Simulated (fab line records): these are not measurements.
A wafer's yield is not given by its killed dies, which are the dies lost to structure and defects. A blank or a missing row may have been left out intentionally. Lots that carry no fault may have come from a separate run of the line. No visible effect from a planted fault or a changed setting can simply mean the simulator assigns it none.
Which tool is to blame? ; flow n5Finfet ; 24 lots with 72 wafers sampled at 2 steps, on a route of 1938 steps

== WHAT EACH GAUGE READ, for each wafer ==
N5_BEOL_M0_SAQP_OVL_MEAS_41.
lot;measured;on;M0_CUT1_OVL (nm)
L074;day 5 15:55;overlay-02;-1.5 -0.3 -0.3
L075;day 6 03:47;overlay-02;-0.1 0.0 0.1
L076;day 6 07:43;overlay-01;-0.2 0.0 -1.0
L077;day 6 11:09;overlay-01;0.1 -0.4 0.3
L078;day 6 17:49;overlay-02;1.3 0.5 -0.1
L079;day 6 20:38;overlay-02;-0.3 0.3 0.5
L080;day 7 03:55;overlay-02;-0.2 0.1 0.0
L081;day 7 13:09;overlay-01;-0.2 -0.3 0.4
L082;day 7 16:04;overlay-01;-0.5 -1.5 -0.2
L083;day 7 22:50;overlay-01;-0.4 -0.2 -0.8
L084;day 8 02:38;overlay-01;0.3 -1.4 -0.3
L085;day 8 13:53;overlay-01;-0.8 -0.5 -1.2
L086;day 8 23:55;overlay-02;0.3 -0.9 0.1
L087;day 9 00:12;overlay-02;0.1 -0.1 -0.2
L088;day 9 06:35;overlay-01;0.6 0.4 -0.4
L089;day 9 12:37;overlay-02;-0.1 -0.3 -0.3
L090;day 9 16:39;overlay-01;-0.2 1.0 -0.9
L091;day 9 22:43;overlay-01;-0.4 0.2 0.3
L092;day 10 03:01;overlay-02;-1.0 -1.1 -0.6
L093;day 10 10:20;overlay-02;-0.3 0.4 0.3
L094;day 10 16:26;overlay-02;-0.4 -2.1 -1.0
L095;day 11 02:14;overlay-02;-0.7 -0.8 0.0
L096;day 11 03:45;overlay-02;0.4 -0.9 0.1
L097;day 11 16:14;overlay-02;-0.1 0.0 -0.2

== WHICH TOOL RAN EACH LOT (tool, then ch and the chambers of the sampled wafers, then the start) ==
lot;N5_BEOL_M0_SAQP_MANDREL2_REMOVE_110
L074;rieSi-01 ch 0,2,3, day 5 15:27
L075;rieSi-06 ch 0,1,2, day 6 03:13
L076;rieSi-06 ch 0,1,3, day 6 07:15
L077;rieSi-06 ch 0,1,3, day 6 10:34
L078;rieSi-01 ch 0,1,3, day 6 17:22
L079;rieSi-03 ch 0,2,3, day 6 20:10
L080;rieSi-06 ch 0,1,2, day 7 03:27
L081;rieSi-06 ch 1,2,3, day 7 12:41
L082;rieSi-06 ch 1,3, day 7 15:29
L083;rieSi-01 ch 2,3, day 7 22:23
L084;rieSi-06 ch 1,3, day 8 02:11
L085;rieSi-01 ch 0,1,3, day 8 13:17
L086;rieSi-03 ch 0,1,2, day 8 23:20
L087;rieSi-06 ch 1,3, day 8 23:45
L088;rieSi-01 ch 0,1, day 9 06:08
L089;rieSi-01 ch 1,3, day 9 12:10
L090;rieSi-01 ch 0,1,3, day 9 16:12
L091;rieSi-01 ch 0,2,3, day 9 22:16
L092;rieSi-06 ch 2,3, day 10 02:22
L093;rieSi-03 ch 0,1, day 10 09:52
L094;rieSi-01 ch 0,1,3, day 10 15:59
L095;rieSi-01 ch 2,3, day 11 01:39
L096;rieSi-03 ch 2,3, day 11 03:09
L097;rieSi-01 ch 0,2,3, day 11 15:46
- N5_BEOL_M0_SAQP_MANDREL2_REMOVE_110: chemistry HBr/Cl2/O2, target a-Si, stops on SiCN, bt time 10 s.

== AS READ BY THE TOOLS THEMSELVES (means over the sampled wafers that have a number; for cases with no such wafer, the mark the record gives instead) ==
N5_BEOL_M0_SAQP_MANDREL2_REMOVE_110.
lot;tool;drypumpMotorCurrentA (A);oesProductAu (a.u.);throttleValvePct (%)
L074;rieSi-01;5.7;1.015;36.8
L075;rieSi-06;5.7;1.008;37.0
L076;rieSi-06;5.9;1.007;36.8
L077;rieSi-06;5.9;0.999;36.8
L078;rieSi-01;5.5;1.010;36.4
L079;rieSi-03;5.6;1.002;36.6
L080;rieSi-06;5.8;1.006;37.0
L081;rieSi-06;6.1;1.004;36.8
L082;rieSi-06;6.2;1.005;36.6
L083;rieSi-01;5.6;1.001;37.0
L084;rieSi-06;5.6;1.019;36.6
L085;rieSi-01;5.5;1.020;36.4
L086;rieSi-03;5.5;1.017;36.4
L087;rieSi-06;6.2;1.005;36.6
L088;rieSi-01;5.2;1.015;36.4
L089;rieSi-01;5.6;1.005;36.2
L090;rieSi-01;5.5;1.010;36.4
L091;rieSi-01;5.7;1.013;36.8
L092;rieSi-06;6.5;0.996;36.9
L093;rieSi-03;5.4;1.024;36.6
L094;rieSi-01;5.5;1.011;36.4
L095;rieSi-01;5.6;1.000;37.0
L096;rieSi-03;5.7;0.996;36.5
L097;rieSi-01;5.7;1.012;36.8

== THE ANSWER, worked out from the rows above alone ==
Rule: what is usual is taken from the lots themselves. The widest of any qualifying gaps counts: lots, ordered by their means at a reading, are off when they make up no more than a third of the lots, leave a main group of 4 or more, and stand apart from it by 3 or more times the standard deviation of that group's means. Not used: any main group whose means are identical at the precision the tables above print for the reading. A lot without any number at a reading at which 4 lots or more have one is off too. All remaining lots with rows at the step are treated as sound. First the gauges in route order, then the tools' own readings, where a lot's mean is used as printed above. The first step at which some lot is off is used, and at that step the reading that is off furthest; a lot without a number counts as furthest.
No lot is off at any reading shown: from this, nothing can be told.

== WHAT THE SIMULATOR PUT IN ==
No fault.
